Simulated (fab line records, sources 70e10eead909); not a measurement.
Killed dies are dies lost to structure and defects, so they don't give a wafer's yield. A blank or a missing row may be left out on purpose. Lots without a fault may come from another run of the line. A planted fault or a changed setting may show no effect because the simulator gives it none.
Which tool did it? | flow nand_harc | 12 lots, 35 wafers sampled, at 4 steps of a route of 1302

WHAT THE GAUGES READ, wafer by wafer
The record holds no reading of a measuring or inspecting step that can be judged against a usual standard deviation.

WHICH TOOL RAN EACH LOT (tool, then ch and the chambers of the sampled wafers, then the start)
lot  | NHARC_A_STAIRCASE_ETCH_199                    | NHARC_A_STAIRCASE_TRIM_202                    | NHARC_A_STAIRCASE_TRIM_224         | NHARC_A_STAIRCASE_ETCH_236
L115 | rie_diel-07 ch 0,1, day 16 15:27 or earlier   | rie_diel-07 ch 0,3, day 16 15:27 or earlier   | rie_diel-01 ch 0,1,3, day 16 15:27 | rie_diel-01 ch 0,2,3, no start
L116 | rie_diel-01 ch 1,2,3, day 16 23:08 or earlier | rie_diel-01 ch 1,2,3, day 16 23:08 or earlier | rie_diel-07 ch 0,2,3, day 16 23:08 | rie_diel-07 ch 0,2,3, no start
L120 | rie_diel-07 ch 1,3, day 18 23:24 or earlier   | rie_diel-07 ch 0,1, day 18 23:24 or earlier   | rie_diel-07 ch 0,2, day 18 23:24   | rie_diel-06 ch 1,3, no start
L121 | rie_diel-01 ch 2,3, day 19 14:33 or earlier   | rie_diel-01 ch 0,1, day 19 14:33 or earlier   | rie_diel-07 ch 0,2,3, day 19 14:33 | rie_diel-07 ch 1,2,3, no start
L127 | rie_diel-01 ch 0,2,3, day 21 15:30 or earlier | rie_diel-01 ch 1,2,3, day 21 15:30 or earlier | rie_diel-01 ch 1,3, day 21 15:30   | rie_diel-01 ch 0,2, no start
L129 | rie_diel-01 ch 0,2,3, day 22 21:26 or earlier | rie_diel-01 ch 0,1,3, day 22 21:26 or earlier | rie_diel-01 ch 1,2,3, day 22 21:26 | rie_diel-06 ch 0,1,2, no start
L131 | rie_diel-01 ch 0,2, day 23 04:21 or earlier   | rie_diel-01 ch 1,2,3, day 23 04:21 or earlier | rie_diel-01 ch 1,2,3, day 23 04:21 | rie_diel-07 ch 1,2,3, no start
L130 | rie_diel-06 ch 0,2,3, day 23 04:44 or earlier | rie_diel-06 ch 0,2,3, day 23 04:44 or earlier | rie_diel-06 ch 0,2,3, day 23 04:44 | rie_diel-06 ch 0,1,2, no start
L133 | rie_diel-07 ch 0,1,2, day 23 19:41 or earlier | rie_diel-07 ch 0,1,2, day 23 19:41 or earlier | rie_diel-06 ch 1,2,3, day 23 19:41 | rie_diel-06 ch 0,1,3, no start
L132 | rie_diel-07 ch 0,2,3, day 23 19:59 or earlier | rie_diel-07 ch 1,3, day 23 19:59 or earlier   | rie_diel-07 ch 2,3, day 23 19:59   | rie_diel-07 ch 0,1,3, no start
L135 | rie_diel-07 ch 0,1,3, day 24 20:23 or earlier | rie_diel-07 ch 0,1,3, day 24 20:23 or earlier | rie_diel-06 ch 0,3, day 24 20:23   | rie_diel-01 ch 0,2,3, no start
L134 | rie_diel-07 ch 0,1,3, day 25 01:28 or earlier | rie_diel-07 ch 1,3, day 25 01:28 or earlier   | rie_diel-01 ch 0,1,3, day 25 01:28 | rie_diel-06 ch 0,2,3, no start
- NHARC_A_STAIRCASE_ETCH_199: etches the open film in C4F8/O2, target depth 100 nm, time 40.5 s.
- NHARC_A_STAIRCASE_TRIM_202: chemistry O2, time 211.2 s.
- NHARC_A_STAIRCASE_TRIM_224: chemistry O2, time 211.2 s.
- NHARC_A_STAIRCASE_ETCH_236: etches the open film in C4F8/O2, target depth 100 nm, time 40.5 s.

WHAT THE TOOLS THEMSELVES READ (means of the sampled wafers that have a number; where no wafer has one, the mark that the record gives instead)
NHARC_A_STAIRCASE_ETCH_199.
lot  | tool        | oes_product_au (a.u.) | rf_vpp_V (V)
L115 | rie_diel-07 | 0.949                 | 899
L116 | rie_diel-01 | 0.954                 | 894
L120 | rie_diel-07 | 0.956                 | 898
L121 | rie_diel-01 | 0.958                 | 893
L127 | rie_diel-01 | 0.945                 | 892
L129 | rie_diel-01 | 0.937                 | 891
L131 | rie_diel-01 | 0.956                 | 893
L130 | rie_diel-06 | 0.933                 | 903
L133 | rie_diel-07 | 0.948                 | 894
L132 | rie_diel-07 | 0.942                 | 891
L135 | rie_diel-07 | 0.936                 | 896
L134 | rie_diel-07 | 0.953                 | 895

NHARC_A_STAIRCASE_TRIM_202.
lot  | tool        | drypump_motor_current_A (A) | oes_product_au (a.u.) | rf_vpp_V (V) | run_length_s (s) | showerhead_plenum_p_Torr (Torr) | throttle_valve_pct (%)
L115 | rie_diel-07 | 5.5                         | 0.994                 | 58.1         | 232.9            | 3.44                            | 17.040
L116 | rie_diel-01 | 6.0                         | 0.997                 | 57.2         | 232.6            | 3.49                            | 17.037
L120 | rie_diel-07 | 5.2                         | 1.004                 | 58.2         | 232.4            | 3.56                            | 17.030
L121 | rie_diel-01 | 5.5                         | 0.994                 | 57.8         | 232.9            | 3.46                            | 17.035
L127 | rie_diel-01 | 6.0                         | 1.002                 | 57.7         | 232.6            | 3.47                            | 17.038
L129 | rie_diel-01 | 5.7                         | 1.004                 | 58.9         | 232.7            | 3.43                            | 17.040
L131 | rie_diel-01 | 5.9                         | 0.995                 | 58.0         | 232.5            | 3.46                            | 17.045
L130 | rie_diel-06 | 5.8                         | 1.004                 | 58.4         | 233.1            | 3.72                            | 17.037
L133 | rie_diel-07 | 5.3                         | 1.003                 | 57.0         | 232.6            | 3.51                            | 17.038
L132 | rie_diel-07 | 5.5                         | 1.004                 | 57.9         | 232.4            | 3.64                            | 17.036
L135 | rie_diel-07 | 5.4                         | 1.004                 | 58.1         | 232.5            | 3.50                            | 17.030
L134 | rie_diel-07 | 5.5                         | 0.996                 | 58.4         | 232.2            | 3.63                            | 17.036

NHARC_A_STAIRCASE_TRIM_224.
lot  | tool        | drypump_motor_current_A (A) | oes_product_au (a.u.) | rf_vpp_V (V) | run_length_s (s) | showerhead_plenum_p_Torr (Torr) | throttle_valve_pct (%)
L115 | rie_diel-01 | 5.8                         | 0.998                 | 57.8         | 232.9            | 3.46                            | 17.032
L116 | rie_diel-07 | 5.4                         | 0.997                 | 58.1         | 232.9            | 3.44                            | 17.043
L120 | rie_diel-07 | 5.2                         | 0.994                 | 58.4         | 227.2            | 3.42                            | 17.046
L121 | rie_diel-07 | 5.5                         | 1.004                 | 57.1         | 225.4            | 3.43                            | 17.034
L127 | rie_diel-01 | 6.1                         | 0.998                 | 58.6         | 232.4            | 3.42                            | 17.032
L129 | rie_diel-01 | 6.0                         | 0.989                 | 58.1         | 232.3            | 3.46                            | 17.031
L131 | rie_diel-01 | 5.9                         | 0.988                 | 57.8         | 232.5            | 3.46                            | 17.039
L130 | rie_diel-06 | 5.8                         | 0.990                 | 58.4         | 232.9            | 3.72                            | 17.038
L133 | rie_diel-06 | 5.7                         | 0.987                 | 59.6         | 233.0            | 3.74                            | 17.048
L132 | rie_diel-07 | 5.7                         | 0.985                 | 57.5         | 233.0            | 3.44                            | 17.047
L135 | rie_diel-06 | 6.0                         | 0.998                 | 58.5         | 232.7            | 3.70                            | 17.035
L134 | rie_diel-01 | 5.8                         | 0.990                 | 57.4         | 232.5            | 3.42                            | 17.043

NHARC_A_STAIRCASE_ETCH_236.
lot  | tool        | oes_product_au (a.u.) | rf_vpp_V (V)
L115 | rie_diel-01 | 0.947                 | 893
L116 | rie_diel-07 | 0.952                 | 893
L120 | rie_diel-06 | 0.937                 | 905
L121 | rie_diel-07 | 0.945                 | 896
L127 | rie_diel-01 | 0.948                 | 893
L129 | rie_diel-06 | 0.941                 | 902
L131 | rie_diel-07 | 0.942                 | 896
L130 | rie_diel-06 | 0.934                 | 903
L133 | rie_diel-06 | 0.950                 | 902
L132 | rie_diel-07 | 0.941                 | 895
L135 | rie_diel-01 | 0.945                 | 892
L134 | rie_diel-06 | 0.940                 | 902

THE ANSWER, worked out from the rows above alone
Rule: what is usual is taken from the lots themselves. Put in order of their means at a reading, lots are off if they are a third of the lots or fewer, leave a main group of 4 or more, and stand apart from it by a gap of 3 or more times the standard deviation of the main group's means; of several such gaps the widest counts. A main group whose means are all the same, to the digits that the tables above print for the reading, isn't used. A lot without any number at a reading at which 4 lots or more have one is off too. The other lots that the step has rows for count as sound. The gauges are gone through in route order, then the tools' own readings, and for those a lot's mean is taken as printed above. The first step at which some lot is off is used, and at that step the reading that is off furthest; a lot without a number counts as furthest.
Off: L120, L121, at NHARC_A_STAIRCASE_TRIM_224 (run_length_s). The main group: mean 232.7 s, standard deviation 0.25.
A tool fits if, at that step or a process step before it, it ran every lot that is off, and no sound lot after the first of them. NHARC_A_STAIRCASE_ETCH_199 gives no start for some lots, so the hours and the order of its lots are those of NHARC_A_STAIRCASE_TRIM_224. NHARC_A_STAIRCASE_TRIM_202 gives no start for some lots, so the hours and the order of its lots are those of NHARC_A_STAIRCASE_TRIM_224. None of those tried fits.

WHAT THE SIMULATOR HAD PUT IN
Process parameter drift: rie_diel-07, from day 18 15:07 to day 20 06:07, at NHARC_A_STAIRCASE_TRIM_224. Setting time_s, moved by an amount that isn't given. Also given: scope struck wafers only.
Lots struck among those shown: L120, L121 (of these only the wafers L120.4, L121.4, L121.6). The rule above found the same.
